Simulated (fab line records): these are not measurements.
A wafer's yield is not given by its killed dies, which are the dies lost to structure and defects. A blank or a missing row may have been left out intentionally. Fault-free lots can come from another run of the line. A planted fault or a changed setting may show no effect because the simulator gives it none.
A lot that was struck, set against a sound lot || flow n5 finfet || 38 out of 1938 route steps
Sound: the wafers L232.1, L232.2, L232.6. Struck: wafer L225.1; the same lot's L225.4 was not struck, so it is left out; see the end for the cause.
Each step with rows lists, per side, the tool, then ch with its chambers, then its first start. Under that, the readings that differ: sound wafers || struck wafers || difference of the means || sigmas: that difference in standard deviations of wafers without a fault.
alike: same words and numbers on both sides, and readings whose means sit less than 2 such deviations apart. not compared: any withheld reading, any reading some wafer has no value for, any bound like >300 that may hide the same value, and any number with overlapping values for which the record gives no deviation.
Wherever a step has rows on one side only, a row that says differs or no value, or a row with sigmas, the two part there. Numbers that have no deviation but don't overlap get no sigmas and don't part them. Lack of a reading on every wafer of one side parts them only where that side has two or more wafers.

first, 12 steps without rows for these wafers: N5_BEOL_M0_ALD_136 (deposits TaN, pulse time 2 s, purge time 3 s, co reactant purge time 2 s); N5_BEOL_M0_SURFACE_TREAT_137; N5_BEOL_M0_CVD_115 (deposits Co from CCTBA/H2, time 120 s); N5_BEOL_M0_SPUTTER_116 (material Cu, target thk 4 nm, time 7.37 s); N5_BEOL_M0_ANNEAL_117 (time 60 s); N5_BEOL_M0_SPUTTER_132 (material Cu, target thk 4 nm, time 7.37 s); N5_BEOL_M0_ANNEAL_133 (time 60 s); N5_BEOL_M0_SPUTTER_134 (material Cu, target thk 4 nm, time 7.37 s); N5_BEOL_M0_ANNEAL_135 (time 60 s); N5_BEOL_M0_SPUTTER_141 (material Cu, target thk 4 nm, time 7.37 s); N5_BEOL_M0_ECD_118 (material Cu, target thk 300 nm); N5_BEOL_M0_ANNEAL_119 (time 90 s).
N5_BEOL_M0_CMP_120: polishes, stops on SiOC, t overpolish 6.9 s.
  sound on cmp-03 ch 0,1,3, day 11 11:40; struck on cmp-02 ch 3, day 10 00:26
{"reading": "barrier field endpoint s (s)", "sound": "3.54 3.66 3.66", "struck": 6.92, "difference": "+3.30", "sigmas": "+28"}
{"reading": "time to endpoint s (s)", "sound": "59.9 64.7 60.6", "struck": 82.2, "difference": "+20.5", "sigmas": "+8"}
{"reading": "model.SiOC_of_BEOL_M0_SAQP_ILD_DEP_01.thk nm (nm)", "sound": "39 39 39.8", "struck": 41, "difference": "+2", "sigmas": ""}
  alike: motor current A, overpolish run s
then, 4 steps without rows for these wafers: N5_BEOL_M0_PRE_CLEAN_131 (time 15 s); N5_BEOL_M0_CO_CAP_123 (material Co, precursor CCTBA/H2, target thk 2 nm, time 102.1 s); N5_BEOL_M0_PRE_CLEAN_124 (time 15 s); N5_BEOL_M0_DEP_125 (deposits SiCN from 3MS/NH3, target thk 8 nm, time 14 s).
N5_BEOL_M0_INSPECT_127: inspects for defects (darkfield).
  sound on defect inspect-02, day 11 12:14; struck on defect inspect-01, day 10 01:00
{"reading": "raw defect count", "sound": "72 131 92", "struck": 3590, "difference": "+3492", "sigmas": "+99 or more"}
then, 18 steps without rows for these wafers: N5_BEOL_M1_ILD_DEP_00 (deposits SiOC from DEMS/O2, target thk 79 nm, time 15.3 s); N5_BEOL_M1_PECVD_72 (deposits SiO2 from TEOS/O2, target thk 16 nm, time 18 s); N5_BEOL_M1_HM_DEP_02 (deposits TiN, target thk 20 nm); N5_BEOL_M1_COAT_61 (time 60 s, resist thk 60 nm); N5_BEOL_M1_COAT_62 (time 60 s, resist thk 12 nm); N5_BEOL_M1_COAT_73 (time 60 s, resist thk 5 nm); N5_BEOL_M1_COAT_05 (resist thk 30 nm); N5_BEOL_M1_EBR_07; N5_BEOL_M1_SOFTBAKE_06 (time 60 s); N5_BEOL_M1_EXPOSE_08 (exposes mask M1); N5_BEOL_M1_PEB_09 (peb time 60 s); N5_BEOL_M1_DEVELOP_10 (develop time 30 s); N5_BEOL_M1_DESCUM_16 (chemistry O2, time 7 s); N5_BEOL_M1_ETCH_74 (etches underlayer in N2/H2, target depth 6.5 nm, time 5.2 s); N5_BEOL_M1_ETCH_63 (etches SiARC in CF4, target depth 15.6 nm, time 26 s); N5_BEOL_M1_ETCH_64 (etches SOC in N2/H2, target depth 75 nm, overetch 15 nm, time 112.5 s); N5_BEOL_M1_STRIP_65 (strips in N2/H2); N5_BEOL_M1_STRIP_75 (strips in N2/H2).
N5_BEOL_M4_RC_MEAS_101:
  the record has rows for the sound wafers here (prober-02 ch 0, day 15 02:02) and none for the struck ones
-- the record jumps here: 8 days lie between the struck wafers' starts before and after (it left off in module BEOL_M4 and takes up again in module PASSIVATION, whose first step shown is number 1936 of the route) --
N5_PASSIVATION_PROBE_49:
  only the struck wafers here have rows in the record (prober-01, day 18 01:52); the sound ones have none

## WHERE THEY PART
At N5_BEOL_M0_CMP_120 first; at N5_PASSIVATION_PROBE_49 last (within this record only).

WHY: what had been put in by the simulator
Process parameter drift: cmp-02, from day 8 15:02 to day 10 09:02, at N5_BEOL_M0_CMP_120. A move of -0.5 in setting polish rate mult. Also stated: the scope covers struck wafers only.
